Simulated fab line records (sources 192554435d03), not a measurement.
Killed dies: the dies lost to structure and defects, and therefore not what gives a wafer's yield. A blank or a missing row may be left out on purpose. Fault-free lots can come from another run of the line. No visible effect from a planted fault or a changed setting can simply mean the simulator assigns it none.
Comparing a struck lot with a sound one ; flow n5_finfet ; 15 steps out of a route of 1938
Sound: the wafers L749.1, L749.3, L749.5. Wafers L762.2, L762.4, L762.5 were the ones struck. The cause is given at the end.
Each step with rows lists, per side, the tool, then ch with its chambers, then its first start. Under that, the readings that differ: sound wafers ; struck wafers ; difference of the means ; sigmas: that difference in standard deviations of wafers without a fault.
alike: readings with means less than 2 such deviations apart, plus words and numbers identical on both sides. not compared: withheld readings, readings lacking a value on some wafer, bounds such as >300 that could conceal the same value, and numbers that have no deviation in the record and whose values overlap.
A row with sigmas, a row that says differs or no value, or rows on one side alone: a step with any of these is where the two part. When numbers do not overlap yet have no deviation, they are printed without sigmas and do not part them. A reading that every wafer of one side lacks parts them only if that side has two wafers or more.

first, 5 steps without rows for these wafers: N5_PASSIVATION_SOFTBAKE_05 (time 90 s); N5_PASSIVATION_EXPOSE_07 (exposes mask TV, defocus 0 nm, target cd 3000 nm); N5_PASSIVATION_PEB_08; N5_PASSIVATION_DEVELOP_09 (develop time 60 s); N5_PASSIVATION_HARDBAKE_11 (time 120 s).
N5_PASSIVATION_CD_MEAS_10: target cd 3000 nm.
  sound on cd_sem-01 ch 0, day 11 21:22; struck on cd_sem-01 ch 0, day 15 12:40
  alike: cd_nm
N5_PASSIVATION_OVL_MEAS_60:
  sound on overlay-02 ch 0, day 11 21:23; struck on overlay-02 ch 0, day 15 12:42
  alike: TV_OVL
N5_PASSIVATION_INSPECT_61: inspects for defects (macro).
  sound: defect_inspect-01 at day 11 21:25; struck: defect_inspect-01 at day 15 12:44
  alike: raw_defect_count
N5_PASSIVATION_DESCUM_12: chemistry O2, time 7.9 s.
  sound on rie_diel-06 ch 0,2,3, day 11 21:29; struck on rie_diel-06 ch 0,1,3, day 15 12:50
  alike: drypump_motor_current_A, oes_product_au, rf_vpp_V, showerhead_plenum_p_Torr, throttle_valve_pct
  not compared: rf_hours_counter_h
N5_PASSIVATION_PASS_ETCH_74: etches SiNx in CF4/O2, target depth 220 nm, time 110 s.
  sound on rie_diel-06 ch 0,2,3, day 11 21:33; struck on rie_diel-06 ch 0,1,3, day 15 12:55
  alike: O2_flow_sccm, bias_w, drypump_motor_current_A, mfc_ar_sccm, oes_ar_750_au, oes_product_au, rf_vpp_V, showerhead_plenum_p_Torr, throttle_valve_pct
  not compared: rf_hours_counter_h
N5_PASSIVATION_VIA_ETCH_13: etches SiO2 in CHF3/O2, target depth 660 nm, time 330 s.
  sound on rie_diel-06 ch 0,2,3, day 11 21:38; struck on rie_diel-06 ch 0,1,3, day 15 13:00
  alike: O2_flow_sccm, bias_w, drypump_motor_current_A, etch_rf_on_time_s, mfc_ar_sccm, oes_ar_750_au, oes_product_au, rf_vpp_V, showerhead_plenum_p_Torr, throttle_valve_pct
  not compared: rf_hours_counter_h
N5_PASSIVATION_STRIP_14: strips in O2.
  sound on rie_diel-06 ch 0,2,3, day 11 21:50; struck on rie_diel-06 ch 0,1,3, day 15 13:11
  alike: drypump_motor_current_A, oes_product_au, rf_vpp_V, showerhead_plenum_p_Torr, throttle_valve_pct
  not compared: rf_hours_counter_h
N5_PASSIVATION_ETCH_15: etches SiCN in CF4/N2, target depth 75 nm, time 81.2 s.
  sound on rie_diel-06 ch 0,2,3, day 11 21:53; struck on rie_diel-06 ch 0,1,3, day 15 13:14
reading;sound;struck;difference;sigmas
bias_w (W);70.01 70.00 70.26;79.61 79.45 79.94;+9.58;+44
rf_vpp_V (V);382.8 381.2 382.1;413.9 413.5 414.5;+31.9;+20
  alike: drypump_motor_current_A, mfc_ar_sccm, oes_product_au, showerhead_plenum_p_Torr, throttle_valve_pct
  not compared: rf_hours_counter_h
then, 1 step without rows for these wafers: N5_PASSIVATION_STRIP_73 (strips in post etch residue remover, time 60 s).
N5_PASSIVATION_PROBE_49:
  sound: prober-01 at day 12 04:26; struck: prober-02 at day 15 20:13
reading;sound;struck;difference;sigmas
killed_at_other;16 10 17;3 2 5;-11;-2
  alike: defect_limited_yield, killed_at_M0_to_M3, killed_at_M4_up, killed_at_contacts, killed_at_front_end, killed_dies, killed_open, killed_short, sort_bin_5_function, sort_bin_6_memory, sort_bin_8_speed, sort_n_pass, sort_yield_pct

WHERE THEY PART
First at N5_PASSIVATION_ETCH_15; last, within this record, at N5_PASSIVATION_PROBE_49.

WHY: what the simulator had put in
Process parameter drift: rie_diel-06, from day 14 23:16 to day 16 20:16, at N5_PASSIVATION_ETCH_15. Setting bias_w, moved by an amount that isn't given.
